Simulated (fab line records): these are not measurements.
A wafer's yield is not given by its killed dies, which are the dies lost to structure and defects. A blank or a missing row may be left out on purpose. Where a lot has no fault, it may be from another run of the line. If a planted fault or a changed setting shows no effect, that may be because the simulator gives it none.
Chamber matching + flow n5Finfet + N5_BEOL_M5_ETCH_61 on rieDiel-04: 4 sister chambers
The step etches SiARC in CF4, target depth 15.6 nm, time 26 s. 14 wafers are shown with their chamber, then 7 later ones without.

== WAFERS PAIRED WITH THEIR CHAMBERS ==
| wafer  | chamber | throttleValvePct (%) | drypumpMotorCurrentA (A) | oesProductAu (a.u.) |
|--------|---------|----------------------|--------------------------|---------------------|
| L076.2 | 3       | 16.11                | 5.8                      | 0.60                |
| L076.5 | 1       | 15.55                | 5.3                      | 0.64                |
| L076.6 | 0       | 15.27                | 5.6                      | 0.80                |
| L081.1 | 1       | 15.57                | 5.4                      | 0.63                |
| L081.4 | 0       | 15.28                | 5.6                      | 0.78                |
| L081.6 | 3       | 16.13                | 5.9                      | 0.60                |
| L087.1 | 1       | 15.58                | 5.4                      | 0.63                |
| L087.5 | 2       | 15.27                | 5.2                      | 0.73                |
| L087.6 | 3       | 16.15                | 5.9                      | 0.59                |
| L089.2 | 2       | 15.26                | 5.2                      | 0.72                |
| L089.4 | 1       | 15.61                | 5.3                      | 0.62                |
| L089.5 | 3       | 16.16                | 5.8                      | 0.60                |
| L091.2 | 0       | 15.30                | 5.6                      | 0.76                |
| L091.3 | 2       | 15.27                | 5.2                      | 0.71                |

SIGNATURES (averages over the wafers above)
| reading              | chamber 0 | chamber 1 | chamber 2 | chamber 3 | scatter within a chamber |
|----------------------|-----------|-----------|-----------|-----------|--------------------------|
| throttleValvePct     | 15.2833   | 15.5775   | 15.2667   | 16.1375   | 0.0197                   |
| drypumpMotorCurrentA | 5.600     | 5.350     | 5.200     | 5.850     | 0.0447                   |
| oesProductAu         | 0.7800    | 0.6300    | 0.7200    | 0.5975    | 0.0113                   |
Rule: distance of a wafer from a chamber = root of the sum over the readings of ((wafer's reading minus chamber's mean) / reading's scatter) squared. If the next closest chamber is less than 2 further off than the closest, the wafer can't be placed; otherwise it belongs to the closest. How the scatter is found: for the shown wafers, subtract from each reading the mean of its chamber, square and add these, divide the total by (wafers less chambers), then take the root.

== WAFERS MISSING THEIR CHAMBER ==
| wafer  | throttleValvePct (%) | drypumpMotorCurrentA (A) | oesProductAu (a.u.) |
|--------|----------------------|--------------------------|---------------------|
| L091.6 | 15.32                | 5.6                      | 0.76                |
| L094.1 | 15.28                | 5.2                      | 0.70                |
| L094.5 | 15.29                | 5.2                      | 0.71                |
| L094.6 | 15.62                | 5.4                      | 0.61                |
| L096.1 | 15.29                | 5.2                      | 0.71                |
| L096.3 | 15.62                | 5.4                      | 0.62                |
| L096.4 | 15.33                | 5.6                      | 0.75                |

== WHICH CHAMBER EACH WENT THROUGH ==
| wafer  | from the rows above | in truth |
|--------|---------------------|----------|
| L091.6 | 0                   | 0        |
| L094.1 | 2                   | 2        |
| L094.5 | 2                   | 2        |
| L094.6 | 1                   | 1        |
| L096.1 | 2                   | 2        |
| L096.3 | 1                   | 1        |
| L096.4 | 0                   | 0        |
Correct placement for 7 of the 7. From these rows, 0 cannot be placed. 0 placed wrongly.
